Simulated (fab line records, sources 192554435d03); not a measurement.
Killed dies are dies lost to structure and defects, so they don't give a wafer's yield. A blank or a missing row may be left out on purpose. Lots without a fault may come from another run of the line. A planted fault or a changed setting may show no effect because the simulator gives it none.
Chamber matching | flow n5_finfet | N5_BEOL_M5_CURE_79 on uv_cure-02: 3 sister chambers
The step cures SiCOH lowk, time 240 s. 6 wafers are shown with their chamber, then 9 later ones without.

WAFERS WITH THEIR CHAMBER
wafer  | chamber | wafer_temp_C_max | lamp_power_pct (%)
L080.4 | 1       | 387.2            | 52.26
L080.5 | 1       | 386.4            | 52.28
L084.4 | 2       | 387.2            | 52.33
L084.6 | 2       | 386.9            | 52.27
L087.2 | 0       | 385.7            | 52.30
L087.3 | 0       | 385.8            | 52.25

WAFERS WITHOUT THEIR CHAMBER
wafer  | wafer_temp_C_max | lamp_power_pct (%)
L089.1 | 386.2            | 52.37
L089.2 | 386.3            | 52.41
L089.3 | 385.8            | 52.27
L086.3 | 387.0            | 52.41
L086.4 | 387.5            | 52.37
L086.6 | 386.3            | 52.33
L096.1 | 387.2            | 52.28
L096.3 | 386.5            | 52.40
L096.5 | 386.5            | 52.37

WHICH CHAMBER EACH WENT THROUGH
wafer  | from the rows above          | in truth
L089.1 | can't be placed: 0 or 2 or 1 | 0
L089.2 | can't be placed: 2 or 0 or 1 | 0
L089.3 | 0                            | 0
L086.3 | can't be placed: 2 or 1      | 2
L086.4 | can't be placed: 2 or 1      | 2
L086.6 | can't be placed: 0 or 1 or 2 | 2
L096.1 | can't be placed: 2 or 1      | 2
L096.3 | can't be placed: 2 or 1 or 0 | 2
L096.5 | can't be placed: 2 or 1 or 0 | 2
Placed correctly: 1 of 9. Can't be placed from these rows: 8 (the true chamber is among the candidates in 8). Placed wrongly: 0.
How it was worked out, from the rows above alone: a wafer's distance from a chamber is the root of the sum, over the readings, of the square of ((its reading less the chamber's mean) divided by the reading's scatter). The wafer belongs to the nearest chamber; if the next one is less than 2 further off, it can't be placed. A chamber's mean is the mean of its shown wafers. The scatter: the root of (the sum of the squares of (reading less its chamber's mean) over the shown wafers, divided by (wafers less chambers)).
